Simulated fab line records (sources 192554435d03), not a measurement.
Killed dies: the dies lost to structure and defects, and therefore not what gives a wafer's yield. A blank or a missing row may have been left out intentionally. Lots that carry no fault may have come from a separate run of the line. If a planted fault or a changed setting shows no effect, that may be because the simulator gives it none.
A struck lot beside a sound one ; flow n5Finfet ; 42 steps out of a route of 1938
Sound: wafers L380.1, L380.4, L380.5. Wafers struck: L382.1, L382.2, L382.3. At the end, the cause is stated.
Per side, at each step with rows, come the tool, then ch with its chambers, and then its first start. Under that, the readings that differ: sound wafers ; struck wafers ; difference of the means ; sigmas: that difference in standard deviations of wafers without a fault.
alike: words and numbers the same on both sides, and readings whose means are apart by under 2 such deviations; not compared: readings that were withheld, readings missing a value for some wafer, numbers with overlapping values and no deviation given by the record, and bounds like >300 which may hide the same value.
A row with sigmas, a row that says differs or no value, or rows on one side alone: a step with any of these is where the two part. Non-overlapping numbers with no deviation appear without sigmas and do not part them. Lack of a reading on every wafer of one side parts them only where that side has two or more wafers.

first, 11 steps without rows for these wafers: N5_SD_EPI_N_DESCUM_14 (chemistry O2, time 7.9 s); N5_SD_EPI_N_ETCH_34 (etches SiARC in CF4, target depth 45.5 nm, time 75.8 s); N5_SD_EPI_N_ETCH_35 (etches SOC in N2/H2, overetch 108 nm, time 486 s); N5_SD_EPI_N_STRIP_36 (strips in N2/H2); N5_SD_EPI_N_ETCHBACK_44 (etches SiNx in CH3F/O2, stops on SiO2, target depth 14.5 nm); N5_SD_EPI_N_ETCH_45 (etches SiOCN in CH3F/O2, target depth 6 nm); N5_SD_EPI_N_ETCH_16 (etches SiO2 in CHF3/O2, target depth 5 nm); N5_SD_EPI_N_STRIP_47 (strips in CHF3/O2); N5_SD_EPI_N_SD_RECESS_17 (chemistry HBr/Cl2/O2, target depth 41 nm, time 23.7 s, bt time 3 s); N5_SD_EPI_N_STRIP_38 (strips in N2/H2); N5_SD_EPI_N_WET_ETCH_43 (etches SiO2 in dHF, time 14 s, target depth 1.5 nm).
N5_SD_EPI_N_STRIP_18: strips in SPM, time 750 s.
  sound on wetBench-05 ch 3,6,7, day 6 19:09; struck on wetBench-02 ch 2,3,7, day 7 06:56
then, 8 steps without rows for these wafers: N5_SD_EPI_N_SRD_20 (time 30 s); N5_SD_EPI_N_PRECLEAN_48 (cleans in NF3:NH3, afs cycles 2, time 20 s, sublimation time 60 s); N5_SD_EPI_N_VAPOR_ETCH_50 (etches Si in HCl, time 54 s); N5_SD_EPI_N_EPI_21 (deposits Si:P, time 690 s); N5_SD_EPI_N_PRECLEAN_24 (cleans in O3/DIW, time 60 s); N5_SD_EPI_N_SRD_25 (time 30 s); N5_SD_EPI_N_PRECLEAN_49 (cleans in NF3:NH3, afs cycles 1, time 20 s, sublimation time 60 s); N5_SD_EPI_N_LINER_46 (material SiNx, target thk 3 nm).
N5_SD_EPI_N_INSPECT_26: inspects for defects (darkfield).
  sound on defectInspect-01 at day 6 22:13; struck on defectInspect-01 at day 7 10:00
reading;sound;struck;difference;sigmas
rawDefectCount;192 201 153;808 793 863;+639;+16
then, 8 steps without rows for these wafers: N5_SD_EPI_P_COAT_34 (time 60 s, resist thk 350 nm); N5_SD_EPI_P_COAT_35 (time 60 s, resist thk 35 nm); N5_SD_EPI_P_COAT_03 (resist thk 150 nm); N5_SD_EPI_P_EBR_05; N5_SD_EPI_P_SOFTBAKE_04 (time 60 s); N5_SD_EPI_P_EXPOSE_06 (exposes mask SD P BLK, target cd 240 nm); N5_SD_EPI_P_PEB_07 (peb time 60 s); N5_SD_EPI_P_DEVELOP_08 (develop time 30 s).
N5_SD_EPI_P_INSPECT_11: inspects for defects (macro).
  sound on defectInspect-01 at day 6 22:40; struck on defectInspect-01 at day 7 10:28
reading;sound;struck;difference;sigmas
rawDefectCount;2 5 1;>300 >300 >300;differs;
then, 8 steps without rows for these wafers: N5_SD_EPI_P_DESCUM_14 (chemistry O2, time 7.9 s); N5_SD_EPI_P_ETCH_36 (etches SiARC in CF4, target depth 45.5 nm, time 75.8 s); N5_SD_EPI_P_ETCH_37 (etches SOC in N2/H2, overetch 108 nm, time 486 s); N5_SD_EPI_P_STRIP_38 (strips in N2/H2); N5_SD_EPI_P_ETCHBACK_46 (etches SiNx in CH3F/O2, stops on SiO2, target depth 17.5 nm); N5_SD_EPI_P_ETCH_47 (etches SiOCN in CH3F/O2, target depth 25 nm); N5_SD_EPI_P_ETCH_16 (etches SiO2 in CHF3/O2, target depth 5 nm); N5_SD_EPI_P_STRIP_50 (strips in CHF3/O2).
N5_SD_EPI_P_INSPECT_26: inspects for defects (darkfield).
  sound on defectInspect-01 at day 7 02:26; struck on defectInspect-02 at day 7 14:13
reading;sound;struck;difference;sigmas
rawDefectCount;139 128 127;807 809 872;+698;+19
N5_SD_ACTIVATION_INSPECT_02: inspects for defects (darkfield).
  sound on defectInspect-02 at day 7 03:14; struck on defectInspect-02 at day 7 14:59
reading;sound;struck;difference;sigmas
rawDefectCount;140 141 137;796 793 859;+677;+18
-- record jumps: 5 days separate the struck wafers' starts on either side; left off in module SD_ACTIVATION, taken up again in module BEOL_M4, whose first shown step is the route's number 1111 --
N5_BEOL_M4_RC_MEAS_101:
  sound on prober-02 ch 0, day 11 23:23; struck on prober-02 ch 0, day 12 04:20
  alike: DIBL_N, DIBL_P, IOFF_N, IOFF_P, ION_N, ION_P, SS_N, SS_P, VT_N, VT_P
-- record jumps: 4 days separate the struck wafers' starts on either side; left off in module BEOL_M4, taken up again in module PASSIVATION, whose first shown step is the route's number 1936 --
N5_PASSIVATION_PROBE_49:
  the record has rows for the struck wafers here (prober-02, day 16 02:45) and none for the sound ones

WHERE THEY PART
Last at N5_PASSIVATION_PROBE_49 as far as this record goes, first at N5_SD_EPI_N_INSPECT_26.

WHY: the cause the simulator had injected
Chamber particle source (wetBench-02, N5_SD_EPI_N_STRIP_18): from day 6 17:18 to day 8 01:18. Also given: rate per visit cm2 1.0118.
